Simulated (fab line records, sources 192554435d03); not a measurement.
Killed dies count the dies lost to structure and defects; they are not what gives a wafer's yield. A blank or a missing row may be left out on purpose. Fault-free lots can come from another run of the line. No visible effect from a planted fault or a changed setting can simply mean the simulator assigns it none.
fab line records | flow n5Finfet
[record] lots = 6 | wafers = 18 | lastDay = 17
route steps=1938 shown WELL_APT@46 PMOS_HMC_CHANNEL_EPI@57 BEOL_M4@1111 PASSIVATION@1936
lots with no fault: from the same line, run without faults
startH: hours from the record's opening day to when the first of the lot's shown wafers began | waitH: how many hours have passed since the lot's step before this one | " repeats the value in the row above | L1.1+2: one row covering several wafers at once | - no value, or no start was given | * or withheld: withheld | < > ~ a bound
route shown NAME@n: names a module that has steps shown in the file, with the first one's number in the route | usual: average and standard deviation across the fault-free wafers | same: alike in all rows | chamber/n: place in a boat | sites: per-site readings | _std_site: standard deviation of those values | _edge_site: outer sites' mean less inner sites' | radiusMm: for every site, how far away it sits from the centre of the wafer | mask NAME#n: copy n | behind: the tool/chamber that last shaped the wafer | hold: what put the lot on hold/how long, in hours/how the hold closed | device: the n, p or np transistor that did not switch | end of line: the route-end tests of the same wafers | where a step has no rows: the recipe by itself | killed: count of dies lost to structure and defects at first sort (not the wafer's yield) | map: the dies of a wafer, with x for killed, . for not killed, _ for no die there
set.NAME: the setting the step ran with; set.NAME@STEP: the setting that earlier step ran with | model.NAME: the simulator's own value behind a step, which no gauge read
lots seen at some steps along the route; tables by step, rows by wafer
services: the hour from which a tool's chamber was out of use, counted from the record's first day as startH (under 0 if before that day), plus the number of hours and why
[[steps]]
[step N5_WELL_APT_DESCUM_30]
[recipe] chemistry = O2 | timeS = 7.9 | sourcePowerW = 50 | biasPowerW = 20 | pressureMtorr = 20 | rfFrequencyHz = 2.712e+07 | tempC = 40 | o2FlowSccm = 225
[usual] drypumpMotorCurrentA = 5.8/0.37 | oesProductAu = 0.79/0.098 | rfVppV = 243.2/1.3 | showerheadPlenumPTorr = 2.09/0.078 | throttleValvePct = 20.33/0.2
lot.wafer | tool       | chamber | startH | waitH | drypumpMotorCurrentA | oesProductAu | rfHoursCounterH | rfVppV | showerheadPlenumPTorr | throttleValvePct
L659.2    | rieDiel-04 | 3       | 45.07  | 0.0   | 5.5                  | 0.91         | 15              | 241.7  | 2.04                  | 20.05
L659.5    | "          | 2       | "      | "     | 6.3                  | 0.73         | -               | 244.4  | 2.09                  | 20.60
L659.6    | "          | 1       | "      | "     | 5.7                  | 0.79         | -               | 245.4  | 2.20                  | 20.31
L661.1    | rieDiel-04 | 2       | 57.09  | 0.1   | 6.3                  | 0.73         | 205             | 243.9  | 2.09                  | 20.61
L661.3    | "          | 3       | "      | "     | 5.5                  | 0.90         | 20              | 243.3  | 2.03                  | 20.04
L661.4    | "          | 1       | "      | "     | 5.7                  | 0.79         | 136             | 244.5  | 2.20                  | 20.31
L670.1    | rieDiel-04 | 1       | 111.59 | 0.0   | 5.7                  | 0.76         | 157             | 245.5  | 2.19                  | 20.36
L670.2    | "          | 3       | "      | "     | 5.6                  | 0.85         | 42              | 243.1  | 2.03                  | 20.07
L670.5    | "          | 0       | "      | "     | 5.5                  | 0.97         | -               | 245.3  | 2.23                  | 20.07
L672.1    | rieDiel-02 | 2       | 123.65 | 0.9   | 5.9                  | 0.75         | 149             | 243.6  | 2.00                  | 20.35
L672.5    | "          | 0       | "      | "     | 5.9                  | 0.93         | -               | 244.6  | 2.13                  | 20.24
L672.6    | "          | 1       | "      | "     | 5.6                  | 0.69         | -               | 241.3  | 1.98                  | 20.45
L673.1    | rieDiel-02 | 3       | 131.66 | 1.1   | 6.3                  | 0.73         | 183             | 243.1  | 2.16                  | 20.06
L673.2    | "          | 2       | "      | "     | 5.9                  | 0.76         | 153             | 241.7  | 2.00                  | 20.37
L673.3    | "          | 1       | "      | "     | 5.6                  | 0.69         | 220             | 242.2  | 1.98                  | 20.47
L675.1    | rieDiel-04 | 0       | 141.04 | 0.0   | 5.5                  | 0.95         | 12              | 244.4  | 2.23                  | 20.08
L675.2    | "          | 3       | "      | "     | 5.5                  | 0.85         | 47              | 241.6  | 2.02                  | 20.09
L675.6    | "          | 3       | "      | "     | 5.5                  | 0.85         | -               | 241.5  | 2.02                  | 20.08
[step N5_WELL_APT_IMPLANT_31]
[recipe] species = B | energyKev = 60 | doseCm2 = 1.5e+13 | tiltDeg = 0 | rotationDeg = 0
[step N5_WELL_APT_IMPLANT_32]
[recipe] species = BF2 | energyKev = 50 | doseCm2 = 2e+13 | tiltDeg = 0 | rotationDeg = 0
[step N5_WELL_APT_STRIP_33]
[recipe] chemistry = SPM | timeS = 900 | tempC = 130 | h2so4H2o2VolRatio = 4 | dry = ipaMarangoni
[step N5_WELL_APT_RTA_34]
[recipe] tempC = 1000 | timeS = 10 | ambient = N2 | idleTempC = 600 | rampUpCPerS = 150 | rampDownCPerS = 60 | coolToC = 600
[usual] lampPowerPct = 13.00/0.056 | lamp_zone_5_pct = 13.001/0.029 | lamp_zone_7_pct = 13.43/0.032 | wafer_temp_C_max = 1003.4/1.1
lot.wafer | tool         | chamber | startH | waitH | lampPowerPct | lamp_zone_5_pct | lamp_zone_7_pct | wafer_temp_C_max
L659.2    | rtpAnneal-02 | 0       | 45.87  | 0.1   | 12.97        | 13.029          | 13.48           | 1002.6
L659.5    | "            | 0       | "      | "     | 13.01        | 13.036          | 13.38           | 1005.6
L659.6    | "            | 0       | "      | "     | 12.99        | 13.007          | 13.40           | 1003.1
L661.1    | rtpAnneal-02 | 0       | 58.03  | 0.2   | 13.05        | 12.958          | 13.36           | 1003.1
L661.3    | "            | 0       | "      | "     | 13.10        | 12.988          | 13.46           | 1002.3
L661.4    | "            | 0       | "      | "     | 12.98        | 13.026          | 13.42           | 1003.1
L670.1    | rtpAnneal-02 | 0       | 112.83 | 0.3   | 12.98        | 12.994          | 13.39           | 1005.1
L670.2    | "            | 0       | "      | "     | 12.97        | 13.005          | 13.44           | 1002.9
L670.5    | "            | 0       | "      | "     | 12.99        | 13.048          | 13.43           | 1001.8
L672.1    | rtpAnneal-02 | 0       | 124.45 | 0.1   | 12.97        | 12.989          | 13.42           | 1003.5
L672.5    | "            | 0       | "      | "     | 12.97        | 12.998          | 13.49           | 1002.4
L672.6    | "            | 0       | "      | "     | 13.06        | 13.012          | 13.44           | 1003.6
L673.1    | rtpAnneal-02 | 0       | 132.45 | 0.0   | 12.86        | 13.014          | 13.42           | 1003.6
L673.2    | "            | 0       | "      | "     | 13.01        | 13.020          | 13.43           | 1002.0
L673.3    | "            | 0       | "      | "     | 12.99        | 12.982          | 13.51           | 1002.3
L675.1    | rtpAnneal-02 | 0       | 141.82 | 0.0   | 13.04        | 12.985          | 13.47           | 1004.8
L675.2    | "            | 0       | "      | "     | 13.04        | 13.033          | 13.46           | 1003.3
L675.6    | "            | 0       | "      | "     | 12.99        | 12.943          | 13.45           | 1002.3
[step N5_WELL_APT_OXIDE_STRIP_42]
[recipe] chemistry = dHF | dilution = 25:1 | timeS = 45 | tempC = 25 | target = SiO2 | targetDepthA = 120
[step N5_WELL_APT_PRECLEAN_36]
[recipe] chemistry = O3/DIW | timeS = 45 | tempC = 22 | o3Ppm = 10
[step N5_WELL_APT_PRECLEAN_39]
[recipe] chemistry = dHF | timeS = 60 | dilution = 150:1 | tempC = 25
[step N5_WELL_APT_SRD_37]
[recipe] dry = ipaMarangoni | doPpb = 5 | timeS = 30 | tempC = 23 | rinseLiquid = diw
[step N5_WELL_APT_EPI_41]
[recipe] material = Si | targetThkA = 500 | tempC = 650 | precursor = SiH4/H2 | pressureTorr = 20 | timeS = 297.7
[usual] throttleValvePct = 11.62/0.19
lot.wafer | tool        | chamber | startH | waitH | throttleValvePct
L659.2    | epiRpcvd-01 | 0       | 46.22  | 0.2   | 11.57
L659.5    | "           | 0       | "      | "     | 11.56
L659.6    | "           | 0       | "      | "     | 11.87
L661.1    | epiRpcvd-04 | 0       | 58.27  | 0.0   | 11.32
L661.3    | "           | 0       | "      | "     | 11.36
L661.4    | "           | 0       | "      | "     | 11.61
L670.1    | epiRpcvd-01 | 0       | 113.08 | 0.0   | 11.69
L670.2    | "           | 0       | "      | "     | 11.91
L670.5    | "           | 0       | "      | "     | 11.65
L672.1    | epiRpcvd-01 | 0       | 124.70 | 0.0   | 11.60
L672.5    | "           | 0       | "      | "     | 11.68
L672.6    | "           | 0       | "      | "     | 11.89
L673.1    | epiRpcvd-01 | 0       | 132.70 | 0.0   | 11.76
L673.2    | "           | 0       | "      | "     | 11.75
L673.3    | "           | 0       | "      | "     | 11.78
L675.1    | epiRpcvd-04 | 0       | 142.07 | 0.0   | 11.56
L675.2    | "           | 0       | "      | "     | 11.40
L675.6    | "           | 0       | "      | "     | 11.28
[step N5_WELL_APT_INSPECT_38]
[recipe] inspectInstrument = darkfield | mode = postEpi
[usual] rawDefectCount = 13/5.1
lot.wafer | tool             | chamber | startH | waitH | rawDefectCount
L659.2    | defectInspect-01 | -       | 46.92  | 0.6   | 15
L659.5    | "                | -       | "      | "     | 8
L659.6    | "                | -       | "      | "     | 10
L661.1    | defectInspect-01 | -       | 58.91  | 0.5   | 12
L661.3    | "                | -       | "      | "     | 12
L661.4    | "                | -       | "      | "     | 9
L670.1    | defectInspect-02 | -       | 113.72 | 0.5   | 20
L670.2    | "                | -       | "      | "     | 16
L670.5    | "                | -       | "      | "     | 9
L672.1    | defectInspect-01 | -       | 125.54 | 0.7   | 15
L672.5    | "                | -       | "      | "     | 14
L672.6    | "                | -       | "      | "     | 33
L673.1    | defectInspect-02 | -       | 133.53 | 0.7   | 7
L673.2    | "                | -       | "      | "     | 12
L673.3    | "                | -       | "      | "     | 11
L675.1    | defectInspect-01 | -       | 142.90 | 0.7   | 14
L675.2    | "                | -       | "      | "     | 7
L675.6    | "                | -       | "      | "     | 15
[step N5_PMOS_HMC_CHANNEL_EPI_HM_DEP_34]
[recipe] material = SiO2 | targetThkA = 360 | tempC = 400 | precursor = TEOS/O2 | pressureTorr = 6.5 | rfW = 900 | teosFlowSccm = 161.4 | gas = O2 | flowSccm = 2650 | timeS = 6.9
[usual] heaterPowerOuterW = 312/64 | heaterPowerW = 529/80 | showerheadPlenumPTorr = 8.35/0.041 | throttleValvePct = 18.5/0.93
lot.wafer | tool     | chamber | startH | waitH | heaterPowerOuterW | heaterPowerW | showerheadPlenumPTorr | throttleValvePct
L659.2    | pecvd-02 | 1       | 46.96  | 0.0   | 470               | 681          | 8.36                  | 19.2
L659.5    | "        | 1       | "      | "     | 460               | 707          | 8.35                  | 19.5
L659.6    | "        | 0       | "      | "     | 341               | 569          | 8.39                  | 19.0
L661.1    | pecvd-01 | 0       | 58.94  | 0.0   | 282               | 521          | 8.26                  | 18.8
L661.3    | "        | 1       | "      | "     | 344               | 591          | 8.31                  | 18.6
L661.4    | "        | 1       | "      | "     | 357               | 593          | 8.31                  | 18.8
L670.1    | pecvd-02 | 2       | 113.76 | 0.0   | 254               | 487          | 8.34                  | 16.2
L670.2    | "        | 1       | "      | "     | 433               | 644          | 8.37                  | 19.1
L670.5    | "        | 2       | "      | "     | 267               | 484          | 8.30                  | 16.3
L672.1    | pecvd-03 | 2       | 125.57 | 0.0   | 272               | 475          | 8.40                  | 17.8
L672.5    | "        | 0       | "      | "     | 363               | 525          | 8.35                  | 19.0
L672.6    | "        | 2       | "      | "     | 269               | 460          | 8.39                  | 17.9
L673.1    | pecvd-03 | 2       | 133.57 | 0.0   | 286               | 483          | 8.41                  | 17.7
L673.2    | "        | 1       | "      | "     | 226               | 409          | 8.37                  | 19.4
L673.3    | "        | 0       | "      | "     | 343               | 495          | 8.36                  | 18.9
L675.1    | pecvd-01 | 0       | 142.94 | 0.0   | 372               | 658          | 8.26                  | 18.9
L675.2    | "        | 2       | "      | "     | 257               | 494          | 8.32                  | 17.9
L675.6    | "        | 1       | "      | "     | 272               | 494          | 8.33                  | 18.3
[step N5_PMOS_HMC_CHANNEL_EPI_COAT_31]
[recipe] resist = BARC | tempC = 205 | timeS = 60 | spinRpm = 1500 | resistThkNm = 66
[usual] heaterPowerTotalW = 391.7/1.3 | plateTempC = 204.97/0.17
lot.wafer | tool          | chamber | startH | waitH | heaterPowerTotalW | plateTempC
L659.2    | lithoTrack-02 | 0       | 47.03  | 0.1   | 390.8             | 204.78
L659.5    | "             | 0       | "      | "     | 390.1             | 204.98
L659.6    | "             | 0       | "      | "     | 390.5             | 204.89
L661.1    | lithoTrack-05 | 0       | 59.00  | 0.0   | 390.4             | 205.09
L661.3    | "             | 0       | "      | "     | 389.7             | 205.10
L661.4    | "             | 0       | "      | "     | 391.1             | 205.08
L670.1    | lithoTrack-02 | 0       | 113.81 | 0.0   | 389.7             | 204.78
L670.2    | "             | 0       | "      | "     | 389.5             | 204.83
L670.5    | "             | 0       | "      | "     | 389.7             | 205.00
L672.1    | lithoTrack-05 | 0       | 125.63 | 0.0   | 418.9             | 217.62
L672.5    | "             | 0       | "      | "     | 424.9             | 217.84
L672.6    | "             | 0       | "      | "     | 420.0             | 217.65
L673.1    | lithoTrack-05 | 0       | 133.62 | 0.0   | 419.9             | 217.46
L673.2    | "             | 0       | "      | "     | 420.7             | 217.59
L673.3    | "             | 0       | "      | "     | 423.8             | 217.52
L675.1    | lithoTrack-02 | 0       | 143.00 | 0.0   | 392.6             | 204.76
L675.2    | "             | 0       | "      | "     | 391.2             | 205.04
L675.6    | "             | 0       | "      | "     | 393.5             | 204.92
[step N5_PMOS_HMC_CHANNEL_EPI_COAT_03]
[recipe] resist = CAR-ArF-block | spinRpm = 1500 | resistThkNm = 205
[step N5_BEOL_M4_RC_MEAS_101]
[usual] DIBL_N = 36.0/1.7 | DIBL_P = 35.8/2 | IOFF_N = 0.15/0.03 | IOFF_P = 0.20/0.037 | ION_N = 670/12 | ION_P = 460/7.2 | SS_N = 71.5/0.68 | SS_P = 73.2/0.65 | VT_N = 250/3.1 | VT_P = -251/3.4
lot.wafer | tool      | chamber | startH | waitH | DIBL_N[mV/V] | DIBL_P[mV/V] | IOFF_N[nA/um] | IOFF_P[nA/um] | ION_N[uA/um] | ION_P[uA/um] | SS_N[mV/dec] | SS_P[mV/dec] | VT_N[mV] | VT_P[mV]
L659.2    | prober-02 | 0       | 200.98 | 0.2   | 34.7         | 36.2         | 0.13          | 0.17          | 664          | 452          | 71.1         | 73.1         | 253      | -256
L659.5    | "         | 0       | "      | "     | 34.8         | 36.9         | 0.14          | 0.19          | 663          | 460          | 72.1         | 73.5         | 252      | -254
L659.6    | "         | 0       | "      | "     | 33.4         | 33.6         | 0.12          | 0.16          | 665          | 456          | 70.5         | 72.8         | 254      | -255
L661.1    | prober-01 | 0       | 208.96 | 0.0   | 38.7         | 39.7         | 0.21          | 0.25          | 689          | 466          | 72.3         | 74.0         | 251      | -249
L661.3    | "         | 0       | "      | "     | 36.3         | 37.1         | 0.17          | 0.20          | 684          | 463          | 71.6         | 72.8         | 249      | -251
L661.4    | "         | 0       | "      | "     | 37.2         | 37.7         | 0.17          | 0.21          | 676          | 463          | 71.8         | 73.4         | 252      | -250
L670.1    | prober-01 | 0       | 265.91 | 0.0   | 35.6         | 35.1         | 0.14          | 0.18          | 663          | 456          | 71.6         | 72.6         | 254      | -253
L670.2    | "         | 0       | "      | "     | 35.8         | 35.0         | 0.15          | 0.17          | 677          | 455          | 70.8         | 73.5         | 250      | -254
L670.5    | "         | 0       | "      | "     | 34.4         | 33.4         | 0.13          | 0.16          | 659          | 453          | 70.7         | 72.2         | 253      | -255
L672.1    | prober-01 | 0       | 274.39 | 0.0   | 36.4         | 38.1         | 0.17          | 0.19          | 674          | 454          | 71.5         | 73.0         | 248      | -254
L672.5    | "         | 0       | "      | "     | 34.4         | 34.9         | 0.14          | 0.15          | 658          | 448          | 70.8         | 72.8         | 253      | -256
L672.6    | "         | 0       | "      | "     | 33.5         | 34.8         | 0.11          | 0.15          | 668          | 452          | 70.2         | 73.1         | 256      | -256
L673.1    | prober-01 | 0       | 289.71 | 0.0   | 37.4         | 37.5         | 0.18          | 0.23          | 674          | 459          | 72.0         | 74.2         | 250      | -249
L673.2    | "         | 0       | "      | "     | 36.3         | 36.2         | 0.16          | 0.21          | 668          | 460          | 71.3         | 73.2         | 250      | -250
L673.3    | "         | 0       | "      | "     | 37.6         | 38.9         | 0.20          | 0.26          | 684          | 468          | 71.2         | 75.0         | 245      | -248
L675.1    | prober-01 | 0       | 297.97 | 0.0   | 35.7         | 36.3         | 0.14          | 0.18          | 681          | 469          | 70.6         | 73.5         | 251      | -254
L675.2    | "         | 0       | "      | "     | 31.8         | 31.9         | 0.10          | 0.13          | 645          | 445          | 70.0         | 72.4         | 259      | -258
L675.6    | "         | 0       | "      | "     | 35.0         | 35.2         | 0.14          | 0.17          | 655          | 452          | 71.1         | 73.4         | 252      | -255
[step N5_PASSIVATION_PROBE_49]
[usual] defectLimitedYield = 91.4/1.5 | killed_at_M0_to_M3 = 32/9.8 | killed_at_M4_up = 15/5.6 | killedAtContacts = 12/5.4 | killedAtFrontEnd = 40/13 | killedAtOther = 3.0/2.1 | killedDies = 102/17 | killedOpen = 67/13 | killedShort = 32/7.1 | sort_bin_5_function = 5.1/0.96 | sort_bin_6_memory = 3.2/0.7 | sortNPass = 1078/18 | sortYieldPct = 91.3/1.5
[same] grossDies = 1180 | killedAtBackSide = 0 | sort_bin_4_leakage[%] = 0 | sort_bin_8_speed[%] = 0
lot.wafer | tool      | chamber | startH | waitH | defectLimitedYield[%] | killed_at_M0_to_M3 | killed_at_M4_up | killedAtContacts | killedAtFrontEnd | killedAtOther | killedDies | killedOpen | killedShort | sort_bin_5_function[%] | sort_bin_6_memory[%] | sortNPass | sortYieldPct[%]
L659.2    | prober-02 | -       | 313.03 | 0.1   | 93.0                  | 31                 | 7               | 12               | 26               | 7             | 83         | 57         | 25          | 3.9                    | 2.9                  | 1097      | 93.0
L659.5    | prober-02 | -       | 313.18 | 0.2   | 93.7                  | 32                 | 11              | 12               | 18               | 1             | 74         | 49         | 25          | 4.0                    | 2.1                  | 1106      | 93.7
L659.6    | prober-02 | -       | 313.23 | 0.3   | 92.8                  | 25                 | 17              | 17               | 23               | 3             | 85         | 60         | 24          | 4.6                    | 2.3                  | 1095      | 92.8
L661.1    | prober-01 | -       | 315.24 | 0.0   | 92.8                  | 22                 | 23              | 8                | 27               | 5             | 85         | 56         | 27          | 4.4                    | 2.5                  | 1095      | 92.8
L661.3    | prober-01 | -       | 315.34 | 0.1   | 93.1                  | 32                 | 14              | 17               | 15               | 3             | 81         | 51         | 30          | 4.0                    | 2.7                  | 1099      | 93.1
L661.4    | prober-01 | -       | 315.39 | 0.2   | 93.4                  | 28                 | 14              | 14               | 21               | 1             | 78         | 47         | 29          | 3.7                    | 2.6                  | 1102      | 93.4
L670.1    | prober-02 | -       | 369.80 | 0.0   | 90.4                  | 38                 | 9               | 22               | 42               | 2             | 113        | 74         | 38          | 5.3                    | 4.2                  | 1067      | 90.4
L670.2    | prober-02 | -       | 369.85 | 0.1   | 89.2                  | 39                 | 16              | 7                | 61               | 4             | 127        | 85         | 38          | 6.0                    | 4.3                  | 1053      | 89.2
L670.5    | prober-02 | -       | 370.00 | 0.2   | 90.9                  | 37                 | 9               | 20               | 37               | 4             | 107        | 69         | 32          | 5.0                    | 3.3                  | 1073      | 90.9
L672.1    | prober-01 | -       | 370.25 | 0.0   | 90.7                  | 47                 | 8               | 6                | 47               | 2             | 110        | 72         | 31          | 5.5                    | 3.2                  | 1070      | 90.7
L672.5    | prober-01 | -       | 370.45 | 0.2   | 90.6                  | 28                 | 12              | 10               | 54               | 7             | 111        | 72         | 23          | 5.0                    | 3.5                  | 1069      | 90.6
L672.6    | prober-01 | -       | 370.50 | 0.3   | 92.3                  | 29                 | 14              | 6                | 38               | 4             | 91         | 50         | 36          | 4.0                    | 3.3                  | 1089      | 92.3
L673.1    | prober-01 | -       | 394.13 | 0.0   | 93.7                  | 16                 | 9               | 6                | 43               | 0             | 74         | 51         | 23          | 3.4                    | 2.8                  | 1106      | 93.7
L673.2    | prober-01 | -       | 394.18 | 0.1   | 91.4                  | 24                 | 6               | 10               | 61               | 1             | 102        | 76         | 26          | 4.9                    | 3.6                  | 1078      | 91.4
L673.3    | prober-01 | -       | 394.23 | 0.1   | 89.5                  | 36                 | 10              | 13               | 59               | 6             | 124        | 83         | 40          | 6.2                    | 3.8                  | 1056      | 89.5
// killed by level:class
L659.2 MOL_CONTACT_COAG:geometricParticle:open=10 BEOL_M0_SAQP:geometricParticle:open=10 BEOL_M4:geometricParticle:open=5 BEOL_M1:geometricParticle:open=5 BEOL_M0_SAQP:geometricParticle:short=4 BEOL_M2:geometricParticle:open=4 STARTING-WAFER:geometricParticle:open=4 STI_FIN_REVEAL:geometricParticle:open=3
L659.5 MOL_CONTACT_COAG:geometricParticle:open=9 BEOL_M0_SAQP:geometricParticle:short=9 BEOL_M3:geometricParticle:open=8 BEOL_M4:geometricParticle:open=6 STI_FIN_REVEAL:geometricParticle:open=4 BEOL_M0_SAQP:geometricParticle:open=4 BEOL_M0:geometricParticle:short=4 FIN_SAQP:geometricParticle:open=3
L659.6 MOL_CONTACT_COAG:geometricParticle:open=15 BEOL_M4:geometricParticle:open=9 FIN_SAQP:geometricParticle:open=5 BEOL_M1:geometricParticle:open=5 BEOL_M0:geometricParticle:open=4 BEOL_M3:geometricParticle:open=4 FIN_SAQP:geometricParticle:short=3 GATE_CUT:geometricParticle:short=3
L661.1 BEOL_M4:geometricParticle:open=9 MOL_CONTACT_COAG:geometricParticle:open=8 ILD0:geometricParticle:short=6 BEOL_M0_SAQP:geometricParticle:open=6 BEOL_M5:geometricParticle:open=5 ILD0:geometricParticle:open=4 BEOL_M3:geometricParticle:open=4 STARTING-WAFER:geometricParticle:short=4
L661.3 MOL_CONTACT_COAG:geometricParticle:open=12 BEOL_M2:geometricParticle:open=10 BEOL_M0_SAQP:geometricParticle:short=9 BEOL_M0_SAQP:geometricParticle:open=6 BEOL_M4:geometricParticle:open=6 MOL_CONTACT_COAG:geometricParticle:short=5 FIN_SAQP:geometricParticle:short=3 PASS1_CAP:geometricParticle:short=3
L661.4 MOL_CONTACT_COAG:geometricParticle:open=10 BEOL_M1:geometricParticle:open=8 BEOL_M0_SAQP:geometricParticle:short=7 STI_FIN_REVEAL:geometricParticle:open=6 BEOL_M4:geometricParticle:open=5 MOL_CONTACT_COAG:geometricParticle:short=4 BEOL_M2:geometricParticle:open=4 BEOL_M2:geometricParticle:short=4
L670.1 MOL_CONTACT_COAG:geometricParticle:open=18 STI_FIN_REVEAL:geometricParticle:open=14 BEOL_M0_SAQP:geometricParticle:open=11 BEOL_M0_SAQP:geometricParticle:short=11 FIN_SAQP:geometricParticle:short=10 BEOL_M1:geometricParticle:open=6 FIN_SAQP:geometricParticle:open=5 STARTING-WAFER:geometricParticle:open=4
L670.2 STI_FIN_REVEAL:geometricParticle:open=23 BEOL_M0_SAQP:geometricParticle:open=10 FIN_SAQP:geometricParticle:open=9 BEOL_M2:geometricParticle:open=9 STI_FIN_REVEAL:geometricParticle:short=7 BEOL_M0_SAQP:geometricParticle:short=7 FIN_SAQP:geometricParticle:short=6 MOL_CONTACT_COAG:geometricParticle:open=6
L670.5 MOL_CONTACT_COAG:geometricParticle:open=17 STI_FIN_REVEAL:geometricParticle:open=13 BEOL_M0_SAQP:geometricParticle:short=9 BEOL_M1:geometricParticle:open=8 BEOL_M2:geometricParticle:open=7 FIN_SAQP:geometricParticle:open=5 HKMG_FIN:areaEtch=5 GATE_CUT:geometricParticle:short=4
L672.1 BEOL_M2:geometricParticle:open=19 FIN_SAQP:geometricParticle:open=8 STI_FIN_REVEAL:geometricParticle:open=8 FIN_SAQP:geometricParticle:short=7 BEOL_M0_SAQP:geometricParticle:short=6 HKMG_FIN:areaEtch=6 MOL_CONTACT_COAG:geometricParticle:open=5 BEOL_M0_SAQP:geometricParticle:open=5
L672.5 BEOL_M2:geometricParticle:open=11 STI_FIN_REVEAL:geometricParticle:open=10 MOL_CONTACT_COAG:geometricParticle:open=7 FIN_SAQP:geometricParticle:open=6 HKMG_FIN:areaEtch=6 DUMMY_GATE:geometricParticle:open=5 GATE_CUT:geometricParticle:short=5 GATE_CUT:geometricParticle:open=5
L672.6 BEOL_M2:geometricParticle:open=9 BEOL_M3:geometricParticle:open=9 FIN_SAQP:geometricParticle:short=5 FIN_SAQP:geometricParticle:open=4 ILD0:geometricParticle:open=4 BEOL_M0_SAQP:geometricParticle:short=4 DUMMY_GATE:geometricParticle:open=3 ILD0:geometricParticle:short=3
L673.1 FIN_SAQP:geometricParticle:open=14 STI_FIN_REVEAL:geometricParticle:open=8 FIN_SAQP:geometricParticle:short=5 MOL_CONTACT_COAG:geometricParticle:open=5 BEOL_M0_SAQP:geometricParticle:short=5 BEOL_M1:geometricParticle:open=5 STARTING-WAFER:geometricParticle:short=4 BEOL_M0_SAQP:geometricParticle:open=3
L673.2 FIN_SAQP:geometricParticle:open=21 STI_FIN_REVEAL:geometricParticle:open=11 MOL_CONTACT_COAG:geometricParticle:open=10 FIN_SAQP:geometricParticle:short=9 GATE_CUT:geometricParticle:open=9 BEOL_M3:geometricParticle:open=6 BEOL_M0_SAQP:geometricParticle:short=5 BEOL_M1:geometricParticle:open=5
L673.3 FIN_SAQP:geometricParticle:open=20 MOL_CONTACT_COAG:geometricParticle:open=12 FIN_SAQP:geometricParticle:short=11 BEOL_M1:geometricParticle:open=8 STI_FIN_REVEAL:geometricParticle:open=8 BEOL_M0_SAQP:geometricParticle:short=7 BEOL_M0_SAQP:geometricParticle:open=6 BEOL_M2:geometricParticle:open=6
[[services]]
tool        | chamber | startH | hours | kind
pecvd-02    | 2       | 21.12  | -     | clean
pecvd-02    | 2       | 21.12  | -     | consumableReplace:showerhead
pecvd-02    | 2       | 21.12  | 29.0  | scheduledDown
pecvd-02    | 2       | 21.12  | 29.0  | ventCycle
epiRpcvd-04 | -       | 27.57  | 8.1   | pm
pecvd-01    | -       | 34.86  | 6.0   | pm
rieDiel-02  | -       | 34.89  | 0.7   | repair
pecvd-01    | 1       | 47.04  | 3.5   | repair
rieDiel-02  | 1       | 56.93  | 4.6   | repair
rieDiel-04  | 2       | 58.03  | 14.0  | repair
rieDiel-04  | 0       | 76.49  | -     | clean
rieDiel-04  | 0       | 76.49  | -     | consumableReplace:focusRing
rieDiel-04  | 0       | 76.49  | -     | consumableReplace:showerhead
rieDiel-04  | 0       | 76.49  | 19.5  | scheduledDown
rieDiel-04  | 0       | 76.49  | 19.5  | ventCycle
pecvd-02    | 1       | 86.10  | 4.6   | repair
pecvd-02    | -       | 89.90  | 6.0   | pm
rieDiel-02  | 0       | 91.45  | 11.1  | repair
rieDiel-02  | 3       | 99.64  | 9.0   | repair
pecvd-01    | -       | 114.37 | 0.5   | repair
rieDiel-02  | 3       | 117.67 | 8.6   | repair
rieDiel-04  | -       | 122.84 | 15.6  | pm
epiRpcvd-04 | -       | 132.78 | 2.8   | pm
epiRpcvd-01 | -       | 141.71 | 6.0   | pm
[[key]]
[firstSign] step = N5_PMOS_HMC_CHANNEL_EPI_COAT_31 | reading = plateTempC | direction = up | sigmas = 76 | usual = * | struck = *
[effect] step = N5_PMOS_HMC_CHANNEL_EPI_COAT_31 | reading = heaterPowerTotalW | direction = up | sigmas = 23 | usual = * | struck = *
metAt N5_PMOS_HMC_CHANNEL_EPI_COAT_31
struckWafers L672.1,L672.5,L672.6,L673.1,L673.2,L673.3
onsetBetween 59.00 125.63
[fault] kind = processParameterDrift | tool = lithoTrack-05 | chamber = - | onsetH = 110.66 | steps = N5_PMOS_HMC_CHANNEL_EPI_COAT_31 | channel = tempC | offset = * | shape = step | endH = 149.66 | actsIn = * | stated = *
